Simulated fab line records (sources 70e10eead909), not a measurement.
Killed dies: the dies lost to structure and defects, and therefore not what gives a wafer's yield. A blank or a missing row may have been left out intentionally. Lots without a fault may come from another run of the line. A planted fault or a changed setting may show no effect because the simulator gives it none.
fab line records -- flow nand-harc
[record] lots = 14, wafers = 42, last-day = 33
route steps=1302 shown A_STAIRCASE@849 A_BONDPAD@1228 THIN_TSV@1271 END@1302
lots untouched by any fault: they come from a run of this same line in which no faults occurred
start-h: start of the lot's first displayed wafer, in hours after the record's first day -- wait-h: hours since the lot's step before -- " identical to the entry in the row above -- L1.1+2: several wafers, shown together as one row -- - no value, or no start was given -- * or withheld: withheld -- < > ~ a bound
route shown NAME@n: a module of which the file shows steps, and the number in the route of the first -- usual: mean and standard deviation over wafers with no fault -- same: alike in all rows -- chamber/n: place in a boat -- sites: each site's reading -- _std_site: standard deviation across them -- _edge_site: inner sites' mean taken away from outer sites' mean -- radius-mm: for every site, how far away it sits from the centre of the wafer -- mask NAME#n: copy n -- behind: tool/chamber where the wafer was last shaped -- hold: the reason the lot was held/the length of the hold in hours/how it ended -- device: whichever transistor did not switch (one of n, p or np) -- end of line: the same wafers' tests at the end of the route -- for a step that has no rows: nothing shown but its recipe -- killed: count of dies lost to structure and defects at first sort (not the wafer's yield) -- map: per-die view of a wafer (x killed, . not killed, _ where there is no die)
set.NAME: the setting that was run; set.NAME@STEP: the one run at that earlier step -- model.NAME: the simulator's own value behind a step, which no gauge read
one table for each step of the route and one row for each wafer, over a sample of lots
services: from which hour (start-h, from the record's first day; less than 0 if before it) a tool's chamber was out of use, for how many hours, and why
[[steps]]
[step NHARC_A_STAIRCASE_CVD_552]
[recipe] target-thk-a = 400, temp-c = 700, pressure-mtorr = 300, material = SiNx
lot.wafer,tool,chamber,start-h,wait-h
L766.1+5+6,lpcvd-01,1,393.13,-
L767.1+2+5,lpcvd-01,1,404.11,-
L768.1+3+5,lpcvd-02,0,413.60,-
L769.1+2+6,lpcvd-01,0,434.51,-
L772.2+4+5,lpcvd-01,0,448.97,-
L771.2+3+4,lpcvd-01,0,453.16,-
L773.3+4+6,lpcvd-02,0,462.28,4.6
L774.2+5+6,lpcvd-01,0,469.52,-
L776.1+4+6,lpcvd-02,1,491.26,-
L783.1+5+6,lpcvd-01,0,553.04,-
L782.1+3+6,lpcvd-01,0,556.44,-
L786.3+4+6,lpcvd-02,0,599.30,-
L787.2+3+6,lpcvd-02,0,607.83,-
L789.1+3+6,lpcvd-02,1,623.52,-
[step NHARC_A_BONDPAD_PVD_27]
[recipe] target-thk-a = 300, chamber-pressure-pa = 5, power-w = 5000, substrate-temp-c = 30, time-s = 20.49, material = Cu
[usual] throttle-valve-pct = 29.8/0.97
lot.wafer,tool,chamber,start-h,wait-h,throttle-valve-pct
L766.1,pvd-sputter-03,-,-,-,29.5
L766.6,pvd-sputter-03,-,-,-,29.6
L766.5,pvd-sputter-03,-,-,-,28.7
L767.2,pvd-sputter-03,-,-,-,28.8
L767.1,pvd-sputter-03,-,-,-,29.8
L767.5,pvd-sputter-03,-,-,-,29.6
L768.3,pvd-sputter-02,-,-,-,30.1
L768.1,pvd-sputter-02,-,-,-,31.7
L768.5,pvd-sputter-02,-,-,-,31.6
L769.1,pvd-sputter-03,-,-,-,30.1
L769.2,pvd-sputter-03,-,-,-,27.8
L769.6,pvd-sputter-03,-,-,-,29.3
L772.4,pvd-sputter-03,-,-,-,28.1
L772.2,pvd-sputter-03,-,-,-,28.7
L772.5,pvd-sputter-03,-,-,-,27.7
L771.4,pvd-sputter-03,-,-,-,28.8
L771.3,pvd-sputter-03,-,-,-,29.9
L771.2,pvd-sputter-03,-,-,-,28.0
L773.3,pvd-sputter-02,-,-,-,30.6
L773.4,pvd-sputter-02,-,-,-,30.0
L773.6,pvd-sputter-02,-,-,-,30.7
L774.2,pvd-sputter-03,-,-,-,27.8
L774.5,pvd-sputter-03,-,-,-,28.9
L774.6,pvd-sputter-03,-,-,-,29.8
L776.4,pvd-sputter-01,-,-,-,30.2
L776.1,pvd-sputter-01,-,-,-,31.1
L776.6,pvd-sputter-01,-,-,-,30.0
L786.3,pvd-sputter-01,-,-,-,30.3
L786.4,pvd-sputter-01,-,-,-,30.9
L786.6,pvd-sputter-01,-,-,-,30.3
L787.3,pvd-sputter-03,-,-,-,29.5
L787.2,pvd-sputter-03,-,-,-,29.8
L787.6,pvd-sputter-03,-,-,-,28.9
L789.3,pvd-sputter-02,-,-,-,30.0
L789.1,pvd-sputter-02,-,-,-,31.7
L789.6,pvd-sputter-02,-,-,-,30.8
[step NHARC_THIN_TSV_PRE_CLEAN_50]
[recipe] time-s = 30, temp-c = 280, gas = H2/He
[usual] heater-power-w = 407/28
lot.wafer,tool,chamber,start-h,wait-h,heater-power-w
L766.1,pvd-sputter-01,-,-,-,423
L766.6,pvd-sputter-01,-,-,-,405
L766.5,pvd-sputter-01,-,-,-,364
L767.1,pvd-sputter-01,-,-,-,413
L767.2,pvd-sputter-01,-,-,-,385
L767.5,pvd-sputter-01,-,-,-,364
L768.1,pvd-sputter-03,-,-,-,414
L768.3,pvd-sputter-03,-,-,-,393
L768.5,pvd-sputter-03,-,-,-,439
L769.2,pvd-sputter-01,-,-,-,386
L769.1,pvd-sputter-01,-,-,-,372
L769.6,pvd-sputter-01,-,-,-,390
L772.2,pvd-sputter-02,-,-,-,444
L772.4,pvd-sputter-02,-,-,-,378
L772.5,pvd-sputter-02,-,-,-,450
L771.2,pvd-sputter-03,-,-,-,438
L771.4,pvd-sputter-03,-,-,-,425
L771.3,pvd-sputter-03,-,-,-,442
L773.4,pvd-sputter-01,-,-,-,388
L773.3,pvd-sputter-01,-,-,-,428
L773.6,pvd-sputter-01,-,-,-,397
L774.2,pvd-sputter-03,-,-,-,433
L774.6,pvd-sputter-03,-,-,-,421
L774.5,pvd-sputter-03,-,-,-,442
L776.1,pvd-sputter-03,-,-,-,391
L776.4,pvd-sputter-03,-,-,-,450
L776.6,pvd-sputter-03,-,-,-,437
L786.4,pvd-sputter-01,-,-,-,400
L786.3,pvd-sputter-01,-,-,-,353
L786.6,pvd-sputter-01,-,-,-,426
L787.2,pvd-sputter-01,-,-,-,393
L787.3,pvd-sputter-01,-,-,-,395
L787.6,pvd-sputter-01,-,-,-,393
L789.1,pvd-sputter-02,-,-,-,382
L789.3,pvd-sputter-02,-,-,-,408
L789.6,pvd-sputter-02,-,-,-,378
[step NHARC_THIN_TSV_PVD_19]
[recipe] target-thk-a = 200, chamber-pressure-pa = 5, material = TaN
[usual] throttle-valve-pct = 30.1/0.9
lot.wafer,tool,chamber,start-h,wait-h,throttle-valve-pct
L766.1,pvd-sputter-01,-,-,-,30.4
L766.5,pvd-sputter-01,-,-,-,30.5
L766.6,pvd-sputter-01,-,-,-,30.2
L767.1,pvd-sputter-01,-,-,-,30.1
L767.2,pvd-sputter-01,-,-,-,31.1
L767.5,pvd-sputter-01,-,-,-,30.1
L768.1,pvd-sputter-03,-,-,-,29.9
L768.3,pvd-sputter-03,-,-,-,27.7
L768.5,pvd-sputter-03,-,-,-,29.2
L769.1,pvd-sputter-01,-,-,-,29.0
L769.2,pvd-sputter-01,-,-,-,30.2
L769.6,pvd-sputter-01,-,-,-,29.3
L772.2,pvd-sputter-02,-,-,-,30.1
L772.4,pvd-sputter-02,-,-,-,31.5
L772.5,pvd-sputter-02,-,-,-,31.4
L771.3,pvd-sputter-03,-,-,-,28.1
L771.4,pvd-sputter-03,-,-,-,29.8
L771.2,pvd-sputter-03,-,-,-,29.9
L773.4,pvd-sputter-01,-,-,-,30.7
L773.3,pvd-sputter-01,-,-,-,29.2
L773.6,pvd-sputter-01,-,-,-,30.7
L774.2,pvd-sputter-03,-,-,-,29.9
L774.6,pvd-sputter-03,-,-,-,29.0
L774.5,pvd-sputter-03,-,-,-,29.7
L776.1,pvd-sputter-03,-,-,-,29.9
L776.4,pvd-sputter-03,-,-,-,29.8
L776.6,pvd-sputter-03,-,-,-,29.1
L786.4,pvd-sputter-01,-,-,-,30.1
L786.3,pvd-sputter-01,-,-,-,30.9
L786.6,pvd-sputter-01,-,-,-,30.3
L787.3,pvd-sputter-01,-,-,-,31.0
L787.2,pvd-sputter-01,-,-,-,29.4
L787.6,pvd-sputter-01,-,-,-,30.3
L789.3,pvd-sputter-02,-,-,-,31.7
L789.1,pvd-sputter-02,-,-,-,30.8
L789.6,pvd-sputter-02,-,-,-,32.0
[step NHARC_END_SORT_01]
[recipe] temp-c = 25
[usual] killed-at-array = 52/17, killed-at-other = 1.2/1.4, killed-at-periphery = 4.7/2.9, killed-dies = 58/17, killed-open = 3.2/1.9, killed-short = 2.4/1.4
[same] gross-dies = 677
lot.wafer,tool,chamber,start-h,wait-h,killed-at-array,killed-at-other,killed-at-periphery,killed-dies,killed-open,killed-short
L783.1,prober-02,0,715.31,2.5,548,3,6,557,3,2
L783.5,prober-02,0,718.48,3.7,561,1,4,566,4,2
L783.6,prober-02,0,719.27,4.0,562,1,4,567,5,1
L782.1,prober-01,0,715.33,2.5,543,0,6,549,6,3
L782.3,prober-01,0,716.94,3.1,478,0,4,482,3,3
L782.6,prober-01,0,719.35,4.0,500,0,1,501,2,1
// killed by level:class
L783.1 A_STAIRCASE:area-cvd=469 A_SLIT:chamber-film-flake=35 A_CHANNEL_HOLE_D1:chamber-film-flake=18 A_CHANNEL_HOLE_D2:chamber-film-flake=12 A_STAIRCASE:chamber-film-flake=3 THIN_TSV:chamber-film-flake=3 P_M1:chamber-film-flake=2 A_DECK1_JOINT:chamber-film-flake=2
L782.1 A_STAIRCASE:area-cvd=512 A_CHANNEL_HOLE_D1:chamber-film-flake=9 A_SLIT:chamber-film-flake=6 A_STAIRCASE:chamber-film-flake=3 A_CONTACT:chamber-film-flake=3 P_GATE:chamber-film-flake=2 A_CHANNEL_FILL_D2:chamber-film-flake=2 P_CONTACT:geometric-particle:short=1
L782.3 A_STAIRCASE:area-cvd=450 A_CHANNEL_HOLE_D1:chamber-film-flake=7 A_STAIRCASE:chamber-film-flake=6 A_CONTACT:chamber-film-flake=6 P_GATE:chamber-film-flake=4 A_CHANNEL_FILL_D2:chamber-film-flake=2 A_SOURCE_PLATE:geometric-particle:open=1 A_ONON_D1:geometric-particle:short=1
L783.5 A_STAIRCASE:area-cvd=483 A_CHANNEL_HOLE_D2:chamber-film-flake=26 A_SLIT:chamber-film-flake=25 A_CHANNEL_HOLE_D1:chamber-film-flake=15 A_CONTACT:chamber-film-flake=6 P_CONTACT:geometric-particle:open=1 P_M0:geometric-particle:open=1 A_ONON_D1:geometric-particle:open=1
L783.6 A_STAIRCASE:area-cvd=473 A_SLIT:chamber-film-flake=36 A_CHANNEL_HOLE_D1:chamber-film-flake=26 A_CHANNEL_HOLE_D2:chamber-film-flake=14 A_CHANNEL_FILL_D1:chamber-film-flake=6 P_M1:chamber-film-flake=3 A_CHANNEL_FILL_D2:geometric-particle:open=2 P_M0:geometric-particle:open=1
L782.6 A_STAIRCASE:area-cvd=485 A_SLIT:chamber-film-flake=5 A_CHANNEL_HOLE_D1:chamber-film-flake=3 A_CONTACT:chamber-film-flake=2 P_CONTACT:geometric-particle:open=1 A_SOURCE_PLATE:geometric-particle:open=1 A_WL_FILL:geometric-particle:short=1 A_CHANNEL_FILL_D2:chamber-film-flake=1
[[services]]
tool,chamber,start-h,hours,kind
lpcvd-01,-,370.81,3.8,repair
pvd-sputter-01,-,381.07,31.3,repair
lpcvd-02,-,387.60,26.0,pm
pvd-sputter-03,-,396.53,1.7,repair
pvd-sputter-01,-,412.41,10.0,pm
lpcvd-01,-,428.21,1.2,repair
pvd-sputter-02,-,478.23,10.0,pm
pvd-sputter-03,-,524.13,2.9,repair
pvd-sputter-03,-,527.05,10.0,pm
pvd-sputter-02,-,538.09,5.6,repair
pvd-sputter-01,-,559.20,3.8,repair
pvd-sputter-01,-,590.41,10.0,pm
pvd-sputter-01,-,619.70,1.6,repair
lpcvd-01,-,626.71,1.2,repair
pvd-sputter-02,-,656.25,10.0,pm
pvd-sputter-03,-,689.77,6.9,repair
pvd-sputter-03,-,705.10,10.0,pm
pvd-sputter-02,-,718.56,2.4,repair
pvd-sputter-01,-,768.41,10.0,pm
[[key]]
[first-sign] step = NHARC_END_SORT_01, reading = killed-at-array, direction = up, sigmas = 29, usual = 52, struck = 532
[effect] step = NHARC_END_SORT_01, reading = killed-dies, direction = up, sigmas = 28, usual = 58, struck = 537
[more-kills-born-at] NHARC_A_STAIRCASE_CVD_552@lpcvd-01 = 2872
met-at NHARC_A_STAIRCASE_CVD_552
struck-lots L782,L783
later-rows-left-out L782.1,L782.3,L782.6,L783.1,L783.5,L783.6
tester-left-out L782,L783
not-acting-at NHARC_A_BONDPAD_PVD_27,NHARC_THIN_TSV_PRE_CLEAN_50,NHARC_THIN_TSV_PVD_19
onset-between 469.52 553.04
[fault] kind = process-parameter-drift, tool = lpcvd-01, chamber = -, onset-h = 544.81, steps = NHARC_A_STAIRCASE_CVD_552, channel = target-thk-a, offset = *, shape = step, end-h = 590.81, acts-in = *, stated = *
// tester-left-out: of these lots the tester's yield and bins aren't shown, on N5 and GAA mostly nor the transistor test; their killed dies are dies lost to structure and defects alone, not to doping, threshold or leakage, so they don't give the yield
// later-rows-left-out: the simulator's readings of these wafers behind a module that went badly wrong aren't trusted and aren't shown, but for the sort
